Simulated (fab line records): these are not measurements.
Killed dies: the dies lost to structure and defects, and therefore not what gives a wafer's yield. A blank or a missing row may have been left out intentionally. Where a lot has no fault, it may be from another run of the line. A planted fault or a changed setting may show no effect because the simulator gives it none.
A struck lot beside a sound one    flow n5Finfet    16 out of 1938 route steps
Sound: the wafers L134.3, L134.4. Struck: wafer L146.5. (L146.4 of the same lot was not struck and is left out.) The cause comes at the end.
For every step that has rows: the tool of each side, followed by ch and its chambers, followed by its first start. Under that, the readings that differ: sound wafers    struck wafers    difference of the means    sigmas: that difference in standard deviations of wafers without a fault.
alike: a reading whose means differ by less than 2 such deviations, as well as words and numbers matching on both sides. not compared: withheld readings; readings where some wafer has no value; bounds like >300 that might hide an equal value; numbers whose values overlap and for which the record gives no deviation.
A row with sigmas, a row that says differs or no value, or rows on one side alone: a step with any of these is where the two part. Numbers that have no deviation but don't overlap get no sigmas and don't part them. A reading that every wafer of one side lacks parts them only if that side has two wafers or more.

N5_FIN_CUT_OVL_MEAS_09:
  sound on overlay-02 ch 0, day 3 02:48; struck on overlay-01 ch 0, day 5 20:02
  alike: FIN_CUT_OVL
N5_FIN_CUT_INSPECT_10: inspects for defects (brightfield).
  struck on defectInspect-02, day 5 20:05; sound on defectInspect-01, day 3 02:51
  alike: rawDefectCount
then, 1 step without rows for these wafers: N5_FIN_CUT_DESCUM_13 (chemistry O2, time 7 s).
N5_FIN_CUT_ETCH_30: etches underlayer in N2/H2, target depth 13 nm, time 10.4 s.
  sound on rieDiel-03 ch 0,1, day 3 02:56; struck on rieDiel-04 ch 0, day 5 20:16
  alike: drypumpMotorCurrentA, etchRfOnTimeS, oesProductAu, rfVppV, showerheadPlenumPTorr, throttleValvePct
  not compared: rfHoursCounterH
N5_FIN_CUT_ETCH_20: etches SiARC in CF4, target depth 26 nm, time 43.3 s.
  sound on rieDiel-03 ch 0,1, day 3 02:58; struck on rieDiel-04 ch 0, day 5 20:17
  alike: drypumpMotorCurrentA, etchRfOnTimeS, oesProductAu, rfVppV, showerheadPlenumPTorr, throttleValvePct
  not compared: rfHoursCounterH
then, 4 steps without rows for these wafers: N5_FIN_CUT_ETCH_21 (etches SOC in N2/H2, target depth 219 nm, overetch 43.8 nm, time 523.5 s); N5_FIN_CUT_STRIP_23 (strips in N2/H2); N5_FIN_CUT_STRIP_31 (strips in N2/H2); N5_FIN_CUT_STRIP_24 (strips in CF4).
N5_FIN_CUT_CUT_ETCH_26: etches SiNx in CH3F/O2, target depth 39 nm, time 55.7 s.
  sound on rieDiel-03 ch 0,1, day 3 03:20; struck on rieDiel-04 ch 0, day 5 20:41
  alike: drypumpMotorCurrentA, oesProductAu, rfVppV, showerheadPlenumPTorr, throttleValvePct
  not compared: rfHoursCounterH
then, 1 step without rows for these wafers: N5_FIN_CUT_CUT_ETCH_27 (etches SiO2 in CHF3/O2, target depth 4 nm, overetch 2 nm, time 4.9 s).
N5_FIN_CUT_PRECLEAN_35: cleans in vHF, time 13.3 s.
  sound on vaporEtch-02 ch 0,1, day 3 03:29; struck on vaporEtch-01 ch 1, day 5 20:47
  alike: drypumpMotorCurrentA, tempC
N5_FIN_CUT_CUT_ETCH_15: etches Si in HBr/Cl2/O2, target depth 100 nm, bt time 10 s, time 42.4 s.
  sound on rieSi-06 ch 2,3, day 3 03:32; struck on rieSi-06 ch 1, day 5 20:51
reading                                  sound        struck  difference  sigmas
model.etch.depthNm (nm)                  99.74 100.1  70.72   -29.20      
model.FIN_CUT.featureDepthNm (nm)        99.8 100.2   70.8    -29.2       
model.SOC_of_FIN_CUT_COAT_18.thkNm (nm)  169.4 170    181.4   +11.7       
  alike: drypumpMotorCurrentA, oesProductAu, throttleValvePct
  not compared: rfHoursCounterH
N5_FIN_CUT_CUT_ETCH_28: etches Si in HBr/Cl2/O2, target depth 6 nm, time 2.4 s.
  sound on rieSi-06 ch 2,3, day 3 03:35; struck on rieSi-06 ch 1, day 5 20:54
reading                                  sound        struck  difference  sigmas
model.SOC_of_FIN_CUT_COAT_18.thkNm (nm)  167.8 168.2  179.6   +11.6       
  alike: drypumpMotorCurrentA, oesProductAu, throttleValvePct
  not compared: rfHoursCounterH
N5_FIN_CUT_STRIP_22: strips in N2/H2.
  sound on rieDiel-03 ch 0,2, day 3 03:40; struck on rieDiel-01 ch 0, day 5 20:59
reading                   sound    struck  difference  sigmas
drypumpMotorCurrentA (A)  4.7 5.0  6.2     +1.4        +2
  alike: biasPowerW, oesProductAu, rfVppV, showerheadPlenumPTorr, tempC, throttleValvePct
  not compared: rfHoursCounterH
-- record jumps: 7 days separate the struck wafers' starts on either side; left off in module FIN_CUT, taken up again in module BEOL_M4, whose first shown step is the route's number 1111 --
N5_BEOL_M4_RC_MEAS_101:
  sound on prober-01 ch 0, day 9 22:58; struck on prober-02 ch 0, day 12 20:49
reading        sound      struck  difference  sigmas
DIBL_N (mV/V)  36.2 36.0  40.1    +4.0        +2
  alike: DIBL_P, IOFF_N, IOFF_P, ION_N, ION_P, SS_N, SS_P, VT_N, VT_P

== WHERE THEY PART ==
Earliest at N5_FIN_CUT_STRIP_22; latest, in this record, at N5_BEOL_M4_RC_MEAS_101.

WHY: whatever the simulator had introduced
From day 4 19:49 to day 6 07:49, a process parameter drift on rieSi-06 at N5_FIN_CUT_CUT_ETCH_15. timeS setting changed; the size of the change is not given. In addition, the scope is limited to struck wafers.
